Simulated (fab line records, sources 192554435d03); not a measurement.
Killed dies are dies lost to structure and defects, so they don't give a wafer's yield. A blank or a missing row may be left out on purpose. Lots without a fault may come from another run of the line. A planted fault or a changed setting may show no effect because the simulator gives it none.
Chamber matching | flow n5_finfet | N5_BEOL_M4_STRIP_66 on rie_diel-03: 4 sister chambers
The step strips in CF4. 7 wafers are shown with their chamber, then 8 later ones without.

WAFERS WITH THEIR CHAMBER
wafer  | chamber | drypump_motor_current_A (A) | showerhead_plenum_p_Torr (Torr)
L085.2 | 3       | 5.0                         | 1.70
L085.5 | 1       | 5.8                         | 1.90
L085.6 | 0       | 6.0                         | 1.84
L088.1 | 1       | 5.8                         | 1.89
L088.2 | 2       | 5.7                         | 1.87
L088.3 | 3       | 5.1                         | 1.70
L091.1 | 2       | 5.7                         | 1.86

WAFERS WITHOUT THEIR CHAMBER
wafer  | drypump_motor_current_A (A) | showerhead_plenum_p_Torr (Torr)
L091.4 | 5.1                         | 1.69
L091.5 | 5.8                         | 1.89
L093.1 | 5.8                         | 1.89
L093.4 | 5.8                         | 1.89
L093.6 | 6.0                         | 1.84
L094.1 | 6.0                         | 1.84
L094.5 | 6.0                         | 1.84
L094.6 | 5.6                         | 1.86

WHICH CHAMBER EACH WENT THROUGH
wafer  | from the rows above | in truth
L091.4 | 3                   | 3
L091.5 | 1                   | 1
L093.1 | 1                   | 1
L093.4 | 1                   | 1
L093.6 | 0                   | 0
L094.1 | 0                   | 0
L094.5 | 0                   | 0
L094.6 | 2                   | 2
Placed correctly: 8 of 8. Can't be placed from these rows: 0. Placed wrongly: 0.
How it was worked out, from the rows above alone: a wafer's distance from a chamber is the root of the sum, over the readings, of the square of ((its reading less the chamber's mean) divided by the reading's scatter). The wafer belongs to the nearest chamber; if the next one is less than 2 further off, it can't be placed. A chamber's mean is the mean of its shown wafers. The scatter: the root of (the sum of the squares of (reading less its chamber's mean) over the shown wafers, divided by (wafers less chambers)).
